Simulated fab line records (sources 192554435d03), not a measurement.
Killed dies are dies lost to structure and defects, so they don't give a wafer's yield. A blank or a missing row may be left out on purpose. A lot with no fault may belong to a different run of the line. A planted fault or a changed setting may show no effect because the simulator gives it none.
fab line records	flow n5_finfet
record lots=7	wafers=21
route steps=1938 shown SD_EPI_N@268 SD_ACTIVATION@330 ILD0@343
start_h: hours from the record's first day to the start of the lot's first wafer shown	wait_h: hours since the lot's step before	" same as the row above	L1.1+2: one row covering several wafers at once	- either no value or no given start	* or withheld: withheld	< > ~ a bound
route shown NAME@n: a module of which the file shows steps, and the number in the route of the first	usual: mean and standard deviation over wafers with no fault	same: alike in all rows	chamber/n: place in a boat	sites: readings site by site	_std_site: their standard deviation	_edge_site: inner sites' mean taken away from outer sites' mean	radius_mm: for every site, how far away it sits from the centre of the wafer	mask NAME#n: copy n	behind: the most recent tool/chamber to have shaped the wafer	hold: what put the lot on hold/how long, in hours/how the hold closed	device: whichever transistor did not switch (one of n, p or np)	end of line: tests run on the same wafers once the route is complete	a step given without rows: its recipe and nothing more	killed: the dies lost at the first sort to structure and to defects; this is not the yield of the wafer	map: the dies of a wafer, with x for killed, . for not killed, _ for no die there
set.NAME: setting as actually run; set.NAME@STEP: the setting as run at that earlier step	model.NAME: the simulator's own value behind a step, which no gauge read
lots run with intentionally changed settings; tables by step, rows by wafer
## steps
# step N5_SD_EPI_N_PEB_07
# recipe peb_temp_c=110	peb_time_s=60	resist=CAR-ArF-block
lot.wafer	tool	chamber	start_h	wait_h	set.peb_temp_c
L076.1+3+5	litho_track-05	0	65.79	0.1	110
L077.1+4	litho_track-01	0	67.61	0.1	110
L077.2	"	0	"	"	106.5
L081.2+3+5	litho_track-05	0	92.11	0.0	110
L086.4+5+6	litho_track-04	0	122.28	0.0	110
L092.1+6	litho_track-01	0	159.05	0.1	110
L092.3	"	0	"	"	113.3
L094.1+5+6	litho_track-05	0	169.85	0.1	110
L096.1	litho_track-05	0	179.59	0.1	110
L096.5+6	"	0	"	"	106.9
# step N5_SD_EPI_N_DEVELOP_08
# recipe develop_time_s=30	developer=TMAH	resist=CAR-ArF-block	dev_temp_c=23	rinse_liquid=diw	dry=air_spin
# step N5_SD_EPI_N_CD_MEAS_09
# recipe target_cd_nm=120	landing_energy_ev=500	detector=se_inlens
# usual cd_nm=120.0/0.57
lot.wafer	tool	chamber	start_h	wait_h	set.dose_mj@SD_EPI_N_EXPOSE_06	set.peb_temp_c@SD_EPI_N_PEB_07	cd_nm
L076.1	cd_sem-01	0	65.86	-	39.75	110	119.2
L076.3	"	0	"	"	37.43	110	116.3
L076.5	"	0	"	"	37.43	110	115.6
L077.1	cd_sem-02	0	67.68	-	42.48	110	124.9
L077.2	"	0	"	"	42.48	106.5	114.8
L077.4	"	0	"	"	39.75	110	120.6
L081.2	cd_sem-01	0	92.18	-	39.75	110	119.5
L081.3	"	0	"	"	39.75	110	120.5
L081.5	"	0	"	"	39.75	110	119.8
L086.4	cd_sem-03	0	122.35	-	39.75	110	120.4
L086.5	"	0	"	"	39.75	110	120.1
L086.6	"	0	"	"	39.75	110	120.1
L092.1	cd_sem-03	0	159.12	-	39.75	110	119.1
L092.3	"	0	"	"	39.75	113.3	127.3
L092.6	"	0	"	"	39.75	110	119.4
L094.1	cd_sem-02	0	169.92	-	42.36	110	124.7
L094.5	"	0	"	"	42.36	110	124.5
L094.6	"	0	"	"	39.75	110	120.2
L096.1	cd_sem-01	0	179.66	-	40.92	110	122.1
L096.5	"	0	"	"	40.92	106.9	113.7
L096.6	"	0	"	"	39.75	106.9	111.1
# step N5_SD_EPI_N_DESCUM_14
# recipe chemistry=O2	time_s=7.9	source_power_w=50	bias_power_w=20	pressure_mtorr=20	rf_frequency_hz=2.712e+07	temp_c=40	resist=CAR-ArF-block	o2_flow_sccm=225
lot.wafer	tool	chamber	start_h	wait_h	set.dose_mj@SD_EPI_N_EXPOSE_06	set.peb_temp_c@SD_EPI_N_PEB_07	model.SD_EPI_N.cd_nm
L076.1	rie_diel-01	3	65.95	0.0	39.75	110	119.6
L076.3	"	0	"	"	37.43	110	116.2
L076.5	"	0	"	"	37.43	110	116
L077.1	rie_diel-01	3	67.92	0.2	42.48	110	125
L077.2	"	2	"	"	42.48	106.5	115.2
L077.4	"	2	"	"	39.75	110	120.4
L081.2	rie_diel-01	1	92.27	0.0	39.75	110	119.6
L081.3	"	2	"	"	39.75	110	120.2
L081.5	"	1	"	"	39.75	110	120
L086.4+5	rie_diel-01	1,3	122.43	0.0	39.75	110	120.4
L086.6	"	0	"	"	39.75	110	119.8
L092.1+6	rie_diel-02	0,3	159.25	0.1	39.75	110	119.4
L092.3	"	1	"	"	39.75	113.3	127.8
L094.1	rie_diel-06	1	170.00	0.0	42.36	110	124.8
L094.5	"	0	"	"	42.36	110	124.6
L094.6	"	1	"	"	39.75	110	120.2
L096.1	rie_diel-06	1	179.81	0.1	40.92	110	122.2
L096.5	"	2	"	"	40.92	106.9	113.4
L096.6	"	3	"	"	39.75	106.9	111
# step N5_SD_EPI_N_ETCH_34
# recipe chemistry=CF4	target=SiARC	target_depth_a=455	mask_material=CAR-ArF-block	time_s=75.8	ion_energy_ev=80	pressure_mtorr=40	source_w=545	bias_w=36	Ar_flow_sccm=100	cf4_flow_sccm=100	ends=cleared
lot.wafer	tool	chamber	start_h	wait_h	set.dose_mj@SD_EPI_N_EXPOSE_06	set.peb_temp_c@SD_EPI_N_PEB_07	model.SD_EPI_N.cd_nm
L076.1	rie_diel-01	3	65.98	0.0	39.75	110	119.4
L076.3	"	0	"	"	37.43	110	116.2
L076.5	"	0	"	"	37.43	110	116
L077.1	rie_diel-01	3	67.96	0.0	42.48	110	125
L077.2	"	2	"	"	42.48	106.5	115.2
L077.4	"	2	"	"	39.75	110	120.6
L081.2	rie_diel-01	1	92.30	0.0	39.75	110	119.6
L081.3	"	2	"	"	39.75	110	120.4
L081.5	"	1	"	"	39.75	110	120
L086.4	rie_diel-01	1	122.47	0.0	39.75	110	120.4
L086.5	"	3	"	"	39.75	110	120.2
L086.6	"	0	"	"	39.75	110	120
L092.1	rie_diel-02	0	159.29	0.0	39.75	110	119.6
L092.3	"	1	"	"	39.75	113.3	128
L092.6	"	3	"	"	39.75	110	119.4
L094.1	rie_diel-06	1	170.04	0.0	42.36	110	124.8
L094.5	"	0	"	"	42.36	110	124.6
L094.6	"	1	"	"	39.75	110	120.2
L096.1	rie_diel-06	1	179.84	0.0	40.92	110	122.2
L096.5	"	2	"	"	40.92	106.9	113.4
L096.6	"	3	"	"	39.75	106.9	111
# step N5_SD_EPI_N_ETCH_35
# recipe chemistry=N2/H2	target=SOC	overetch_a=1080	mask_material=SiARC	temp_c=40	ion_energy_ev=100	source_w=3000	bias_w=133	pressure_mtorr=20	time_s=486	n2_flow_sccm=200	h2_flow_sccm=200
lot.wafer	tool	chamber	start_h	wait_h	set.dose_mj@SD_EPI_N_EXPOSE_06	set.peb_temp_c@SD_EPI_N_PEB_07	model.SD_EPI_N.cd_nm
L076.1	rie_diel-01	3	66.04	0.0	39.75	110	118.8
L076.3	"	0	"	"	37.43	110	116.4
L076.5	"	0	"	"	37.43	110	115.8
L077.1	rie_diel-01	3	68.01	0.0	42.48	110	124.4
L077.2	"	2	"	"	42.48	106.5	113.8
L077.4	"	2	"	"	39.75	110	120.2
L081.2	rie_diel-01	1	92.36	0.0	39.75	110	119.8
L081.3	"	2	"	"	39.75	110	120.2
L081.5	"	1	"	"	39.75	110	119.6
L086.4	rie_diel-01	1	122.53	0.0	39.75	110	120
L086.5	"	3	"	"	39.75	110	119
L086.6	"	0	"	"	39.75	110	119.8
L092.1	rie_diel-02	0	159.34	0.0	39.75	110	120
L092.3	"	1	"	"	39.75	113.3	128.4
L092.6	"	3	"	"	39.75	110	120.2
L094.1	rie_diel-06	1	170.09	0.0	42.36	110	125.6
L094.5	"	0	"	"	42.36	110	124.8
L094.6	"	1	"	"	39.75	110	120.6
L096.1	rie_diel-06	1	179.90	0.0	40.92	110	121.4
L096.5	"	2	"	"	40.92	106.9	112.4
L096.6	"	3	"	"	39.75	106.9	110.6
# step N5_SD_EPI_N_STRIP_36
# recipe chemistry=N2/H2	temp_c=40	n2_flow_sccm=200	h2_flow_sccm=200	rf_frequency_hz=6e+07
# step N5_SD_EPI_N_ETCHBACK_44
# recipe chemistry=CH3F/O2	mode=anisotropic_etchback	target=SiNx	target_depth_a=145	stop_on=SiO2	over_etch_frac=0.3	ion_energy_ev=120	pressure_mtorr=30	source_w=395	bias_w=73	Ar_flow_sccm=150	CH3F_flow_sccm=30	O2_flow_sccm=20
lot.wafer	tool	chamber	start_h	wait_h	set.dose_mj@SD_EPI_N_EXPOSE_06	set.peb_temp_c@SD_EPI_N_PEB_07	model.SD_EPI_N.cd_nm
L076.1	rie_diel-01	3	66.36	0.0	39.75	110	118.8
L076.3	"	0	"	"	37.43	110	116.6
L076.5	"	0	"	"	37.43	110	115.8
L077.1	rie_diel-01	3	68.34	0.0	42.48	110	124.4
L077.2	"	2	"	"	42.48	106.5	114
L077.4	"	2	"	"	39.75	110	120.2
L081.2	rie_diel-01	1	92.68	0.0	39.75	110	119.8
L081.3	"	2	"	"	39.75	110	120.2
L081.5	"	1	"	"	39.75	110	119.6
L086.4+6	rie_diel-01	1,0	122.85	0.0	39.75	110	120
L086.5	"	3	"	"	39.75	110	119
L092.1	rie_diel-02	0	159.67	0.0	39.75	110	120
L092.3	"	1	"	"	39.75	113.3	128.4
L092.6	"	3	"	"	39.75	110	120.2
L094.1	rie_diel-06	1	170.42	0.0	42.36	110	125.6
L094.5	"	0	"	"	42.36	110	124.8
L094.6	"	1	"	"	39.75	110	120.6
L096.1	rie_diel-06	1	180.22	0.0	40.92	110	121.4
L096.5	"	2	"	"	40.92	106.9	112.4
L096.6	"	3	"	"	39.75	106.9	110.6
# step N5_SD_EPI_N_ETCH_45
# recipe chemistry=CH3F/O2	target=SiOCN	target_depth_a=60	mask_material=SOC	ion_energy_ev=60	bias_w=29	pressure_mtorr=15	source_w=410	Ar_flow_sccm=150	CH3F_flow_sccm=30	O2_flow_sccm=20
lot.wafer	tool	chamber	start_h	wait_h	set.dose_mj@SD_EPI_N_EXPOSE_06	set.peb_temp_c@SD_EPI_N_PEB_07	model.SD_EPI_N.cd_nm
L076.1	rie_diel-01	3	66.46	0.1	39.75	110	118.8
L076.3	"	0	"	"	37.43	110	116.6
L076.5	"	0	"	"	37.43	110	115.8
L077.1	rie_diel-01	3	68.44	0.1	42.48	110	124.6
L077.2	"	2	"	"	42.48	106.5	114
L077.4	"	2	"	"	39.75	110	120.2
L081.2	rie_diel-01	1	92.78	0.1	39.75	110	120
L081.3	"	2	"	"	39.75	110	120.2
L081.5	"	1	"	"	39.75	110	119.8
L086.4+6	rie_diel-01	1,0	122.95	0.1	39.75	110	120
L086.5	"	3	"	"	39.75	110	119
L092.1	rie_diel-02	0	159.77	0.1	39.75	110	120
L092.3	"	1	"	"	39.75	113.3	128.4
L092.6	"	3	"	"	39.75	110	120.2
L094.1	rie_diel-06	1	170.52	0.1	42.36	110	125.8
L094.5	"	0	"	"	42.36	110	124.8
L094.6	"	1	"	"	39.75	110	120.8
L096.1	rie_diel-06	1	180.32	0.1	40.92	110	121.4
L096.5	"	2	"	"	40.92	106.9	112.4
L096.6	"	3	"	"	39.75	106.9	110.4
# step N5_SD_EPI_N_ETCH_16
# recipe chemistry=CHF3/O2	target=SiO2	target_depth_a=50	mask_material=SOC	pressure_mtorr=30	source_w=650	bias_w=170	Ar_flow_sccm=200	CHF3_flow_sccm=50	O2_flow_sccm=5	ion_energy_ev=200
lot.wafer	tool	chamber	start_h	wait_h	set.dose_mj@SD_EPI_N_EXPOSE_06	set.peb_temp_c@SD_EPI_N_PEB_07	model.SD_EPI_N.cd_nm
L076.1	rie_diel-01	3	66.56	0.1	39.75	110	118.8
L076.3	"	0	"	"	37.43	110	116.6
L076.5	"	0	"	"	37.43	110	115.8
L077.1	rie_diel-01	3	68.54	0.1	42.48	110	124.4
L077.2	"	2	"	"	42.48	106.5	113.8
L077.4	"	2	"	"	39.75	110	120.2
L081.2	rie_diel-01	1	92.88	0.1	39.75	110	120
L081.3	"	2	"	"	39.75	110	120.2
L081.5	"	1	"	"	39.75	110	119.6
L086.4+6	rie_diel-01	1,0	123.05	0.1	39.75	110	120
L086.5	"	3	"	"	39.75	110	119
L092.1	rie_diel-02	0	159.87	0.1	39.75	110	120
L092.3	"	1	"	"	39.75	113.3	128.4
L092.6	"	3	"	"	39.75	110	120.2
L094.1	rie_diel-06	1	170.62	0.1	42.36	110	125.6
L094.5	"	0	"	"	42.36	110	124.8
L094.6	"	1	"	"	39.75	110	120.6
L096.1	rie_diel-06	1	180.42	0.1	40.92	110	121.4
L096.5	"	2	"	"	40.92	106.9	112.4
L096.6	"	3	"	"	39.75	106.9	110.4
# step N5_SD_EPI_N_STRIP_47
# recipe chemistry=CHF3/O2	resist=SiARC	rf_frequency_hz=6e+07
# step N5_SD_EPI_N_SD_RECESS_17
# recipe chemistry=HBr/Cl2/O2	target_depth_a=410	mask_material=SOC	time_s=23.7	bt_time_s=3	pressure_mtorr=10	icp_w=800	bias_w=112	HBr_flow_sccm=150	Cl2_flow_sccm=80	O2_flow_sccm=12
lot.wafer	tool	chamber	start_h	wait_h	set.dose_mj@SD_EPI_N_EXPOSE_06	set.peb_temp_c@SD_EPI_N_PEB_07	model.SD_EPI_N.cd_nm
L076.1	rie_si-04	2	66.64	0.0	39.75	110	118.8
L076.3	"	3	"	"	37.43	110	116.6
L076.5	"	0	"	"	37.43	110	116
L077.1	rie_si-02	3	68.61	0.0	42.48	110	124.4
L077.2	"	1	"	"	42.48	106.5	113.8
L077.4	"	0	"	"	39.75	110	120.2
L081.2	rie_si-06	0	92.96	0.0	39.75	110	120
L081.3	"	1	"	"	39.75	110	120.2
L081.5	"	2	"	"	39.75	110	119.6
L086.4+6	rie_si-02	1,2	123.12	0.0	39.75	110	120
L086.5	"	3	"	"	39.75	110	119
L092.1	rie_si-04	2	159.94	0.0	39.75	110	120
L092.3	"	0	"	"	39.75	113.3	128.4
L092.6	"	3	"	"	39.75	110	120.2
L094.1	rie_si-02	2	170.69	0.0	42.36	110	125.6
L094.5	"	1	"	"	42.36	110	124.8
L094.6	"	2	"	"	39.75	110	120.6
L096.1	rie_si-02	3	180.49	0.0	40.92	110	121.4
L096.5	"	1	"	"	40.92	106.9	112.4
L096.6	"	0	"	"	39.75	106.9	110.6
# step N5_SD_EPI_N_EPI_21
# recipe material=Si:P	dopant=P	temp_c=680	pressure_torr=255	time_s=690
lot.wafer	tool	chamber	start_h	wait_h	set.time_s	model.Si-P_of_SD_EPI_N_EPI_21.thk_nm
L076.1	epi_rpcvd-01	0	67.63	0.1	690	59.2
L076.3+5	"	0	"	"	690	59
L077.1+2	epi_rpcvd-03	0	69.62	0.1	690	59
L077.4	"	0	"	"	818.3	66.6
L081.2	epi_rpcvd-01	0	94.29	0.4	690	57.4
L081.3+5	"	0	"	"	690	57.8
L086.4	epi_rpcvd-02	0	124.95	0.9	690	58.6
L086.5	"	0	"	"	690	58.4
L086.6	"	0	"	"	690	58.8
L092.1	epi_rpcvd-02	0	160.93	0.1	690	57.6
L092.3+6	"	0	"	"	690	58.4
L094.1	epi_rpcvd-02	0	171.68	0.1	690	59
L094.5	"	0	172.80	1.1	690	58.8
L094.6	"	0	"	"	690	58
L096.1	epi_rpcvd-03	0	181.71	0.1	781.5	64.4
L096.5	"	0	182.83	1.1	781.5	64.6
L096.6	"	0	"	"	690	59.6
# step N5_SD_EPI_N_EPI_MEAS_23
# recipe mode=xrd
# usual thk_nm=58.8/1.2
lot.wafer	tool	chamber	start_h	wait_h	set.time_s@SD_EPI_N_EPI_21	thk_nm
L076.1	film_metro-02	-	69.34	1.4	690	58.7
L076.3	"	-	"	"	690	59.3
L076.5	"	-	"	"	690	59.5
L077.1	film_metro-01	-	71.34	1.4	690	58.8
L077.2	"	-	"	"	690	59.4
L077.4	"	-	"	"	818.3	65.9
L081.2	film_metro-02	-	95.73	1.2	690	57.5
L081.3	"	-	"	"	690	57.0
L081.5	"	-	"	"	690	58.7
L086.4	film_metro-02	-	125.83	0.6	690	61.2
L086.5	"	-	"	"	690	59.9
L086.6	"	-	"	"	690	59.2
L092.1	film_metro-02	-	162.65	1.4	690	57.5
L092.3	"	-	"	"	690	57.4
L092.6	"	-	"	"	690	57.7
L094.1	film_metro-02	-	173.41	1.5	690	59.0
L094.5	"	-	"	"	690	57.6
L094.6	"	-	"	"	690	56.0
L096.1	film_metro-02	-	183.43	1.4	781.5	65.5
L096.5	"	-	"	"	781.5	64.3
L096.6	"	-	"	"	690	59.6
# step N5_SD_EPI_N_PRECLEAN_24
# recipe chemistry=O3/DIW	time_s=60	temp_c=22	o3_ppm=10
lot.wafer	tool	chamber	start_h	wait_h	set.time_s@SD_EPI_N_EPI_21	model.Si-P_of_SD_EPI_N_EPI_21.thk_nm
L076.1	wet_bench-04	0	69.38	0.0	690	58.8
L076.3+5	"	4,3	"	"	690	58.6
L077.1+2	wet_bench-01	5,2	71.38	0.0	690	58.6
L077.4	"	3	"	"	818.3	66.2
L081.2	wet_bench-01	4	95.76	0.0	690	57.2
L081.3+5	"	0,1	"	"	690	57.4
L086.4	wet_bench-01	1	125.86	0.0	690	58.2
L086.5	"	4	"	"	690	58
L086.6	"	2	"	"	690	58.4
L092.1	wet_bench-04	5	162.69	0.0	690	57.2
L092.3+6	"	3,6	"	"	690	58
L094.1	wet_bench-04	2	173.45	0.0	690	58.6
L094.5	"	3	"	"	690	58.4
L094.6	"	0	"	"	690	57.6
L096.1	wet_bench-06	3	183.46	0.0	781.5	63.8
L096.5	"	7	"	"	781.5	64.2
L096.6	"	0	"	"	690	59.2
# step N5_SD_EPI_N_PRECLEAN_49
# recipe chemistry=NF3:NH3	afs_cycles=1	temp_c=30	time_s=20	sublimation_temp_c=180	sublimation_time_s=60	pressure_torr=3	rf_power_w=30
lot.wafer	tool	chamber	start_h	wait_h	set.temp_c
L076.1+5	remote_plasma-02	1	69.44	0.0	26.44
L076.3	"	1	"	"	30
L077.1	remote_plasma-01	1	71.44	0.0	30
L077.2+4	"	1	"	"	28.23
L081.2+3+5	remote_plasma-01	0	95.86	0.1	30
L086.4+5+6	remote_plasma-01	0	126.02	0.1	30
L092.1	remote_plasma-01	1	162.75	0.0	30
L092.3+6	"	1	"	"	31.52
L094.1+5+6	remote_plasma-01	0	173.51	0.0	30
L096.1+5+6	remote_plasma-02	0	183.53	0.0	30
# step N5_SD_EPI_N_LINER_46
# recipe material=SiNx	target_thk_a=30	temp_c=400	ald_precursor_family=SiH2I2	ald_co_reactant=N2/H2-plasma	pressure_torr=2
# step N5_SD_ACTIVATION_RTA_00
# recipe temp_c=975	time_s=0	ambient=N2	idle_temp_c=600	ramp_up_c_per_s=150	ramp_down_c_per_s=60	cool_to_c=600
# step N5_SD_ACTIVATION_LSA_01
# recipe temp_c=1080	time_s=0.0008	ambient=N2
# step N5_SD_ACTIVATION_RS_MEAS_03
# recipe thk_meas_gauge=four-point-probe
# usual RS_SD_N=22.0/0.31	RS_SD_P=56.2/1.2
lot.wafer	tool	chamber	start_h	wait_h	set.time_s@SD_EPI_N_EPI_21	RS_SD_N[ohm/sq]	RS_SD_P[ohm/sq]
L076.1	film_metro-01	-	74.60	0.2	690	21.6	58.3
L076.3	"	-	"	"	690	21.9	57.4
L076.5	"	-	"	"	690	22.0	58.5
L077.1	film_metro-02	-	76.68	0.2	690	21.8	54.4
L077.2	"	-	"	"	690	22.0	55.2
L077.4	"	-	"	"	818.3	19.5	55.2
L081.2	film_metro-01	-	101.45	0.2	690	22.4	56.9
L081.3	"	-	"	"	690	22.4	57.3
L081.5	"	-	"	"	690	22.4	57.6
L086.4	film_metro-02	-	131.10	0.1	690	22.0	55.1
L086.5	"	-	"	"	690	22.2	55.8
L086.6	"	-	"	"	690	21.9	55.1
L092.1	film_metro-02	-	170.47	0.2	690	22.5	56.6
L092.3	"	-	"	"	690	22.2	56.6
L092.6	"	-	"	"	690	22.3	57.8
L094.1	film_metro-02	-	178.70	0.2	690	21.9	56.0
L094.5	"	-	"	"	690	22.2	56.0
L094.6	"	-	"	"	690	22.2	55.8
L096.1	film_metro-02	-	189.49	0.2	781.5	20.2	58.2
L096.5	"	-	"	"	781.5	20.0	57.4
L096.6	"	-	"	"	690	21.9	56.9
# step N5_ILD0_ALD_15
# recipe material=SiNx	target_thk_a=240	temp_c=400	ald_precursor_family=SiH2I2	ald_co_reactant=N2/H2-plasma	pulse_time_s=1	ald_cycles=480	purge_time_s=2	co_reactant_purge_time_s=2	pressure_torr=2
lot.wafer	tool	chamber	start_h	wait_h	set.ald_cycles	model.SiNx_of_ILD0_ALD_15.thk_nm
L076.1+3+5	ald_sin-01	0,1,2	78.72	0.6	480	24
L077.1	ald_sin-03	1	81.12	0.6	508	25.2
L077.2	"	0	"	"	480	24
L077.4	"	2	"	"	508	25.4
L081.2	ald_sin-04	3	105.82	0.5	553	27.6
L081.3	"	1	"	"	553	27.8
L081.5	"	0	106.91	1.2	480	24
L086.4+6	ald_sin-01	3,2	135.21	0.2	480	24
L086.5	"	3	136.30	1.2	480	23.8
L092.1+6	ald_sin-01	0,3	175.02	0.6	480	24
L092.3	"	1	"	"	480	23.8
L094.1+5	ald_sin-04	0	182.80	0.6	459	23
L094.6	"	1	183.88	1.1	459	22.8
L096.1	ald_sin-03	0	193.57	0.6	480	24
L096.5+6	"	0,1	194.66	1.2	525	26.4
## key
split step=N5_SD_EPI_N_PEB_07	setting=peb_temp_c	stated=110	by=wafer
response step=N5_SD_EPI_N_CD_MEAS_09	reading=cd_nm	change=+2.83	per=1%	r=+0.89
response step=N5_SD_EPI_N_DESCUM_14	reading=model.SD_EPI_N.cd_nm	change=+2.85	per=1%	r=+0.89
response step=N5_SD_EPI_N_ETCH_35	reading=model.SD_EPI_N.cd_nm	change=+2.95	per=1%	r=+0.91
response step=N5_SD_EPI_N_ETCH_34	reading=model.SD_EPI_N.cd_nm	slope=+3.04	per=1%	together_with=dose_mj@SD_EPI_N_EXPOSE_06	explained=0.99
response step=N5_SD_EPI_N_ETCHBACK_44	reading=model.SD_EPI_N.cd_nm	slope=+3.07	per=1%	together_with=dose_mj@SD_EPI_N_EXPOSE_06	explained=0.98
response step=N5_SD_EPI_N_ETCH_45	reading=model.SD_EPI_N.cd_nm	slope=+3.1	per=1%	together_with=dose_mj@SD_EPI_N_EXPOSE_06	explained=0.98
response step=N5_SD_EPI_N_ETCH_16	reading=model.SD_EPI_N.cd_nm	slope=+3.11	per=1%	together_with=dose_mj@SD_EPI_N_EXPOSE_06	explained=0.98
response step=N5_SD_EPI_N_SD_RECESS_17	reading=model.SD_EPI_N.cd_nm	slope=+3.09	per=1%	together_with=dose_mj@SD_EPI_N_EXPOSE_06	explained=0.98
split step=N5_SD_EPI_N_EPI_21	setting=time_s	stated=690	by=wafer
response step=N5_SD_EPI_N_EPI_21	reading=model.Si-P_of_SD_EPI_N_EPI_21.thk_nm	change=+0.396	per=1%	r=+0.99
response step=N5_SD_EPI_N_EPI_MEAS_23	reading=thk_nm	change=*	per=1%	r=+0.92
response step=N5_SD_EPI_N_PRECLEAN_24	reading=model.Si-P_of_SD_EPI_N_EPI_21.thk_nm	change=+0.393	per=1%	r=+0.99
response step=N5_SD_ACTIVATION_RS_MEAS_03	reading=RS_SD_N	change=-0.132	per=1%	r=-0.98
split step=N5_SD_EPI_N_PRECLEAN_49	setting=temp_c	stated=30	by=wafer
response none clear
split step=N5_ILD0_ALD_15	setting=ald_cycles	stated=480	by=wafer
response step=N5_ILD0_ALD_15	reading=model.SiNx_of_ILD0_ALD_15.thk_nm	change=+0.244	per=1%	r=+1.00
split outside_this_file step=N5_SD_EPI_N_EXPOSE_06 setting=dose_mj
# split outside_this_file: this setting was split too, and the file shows its column; the key of that split is in another file
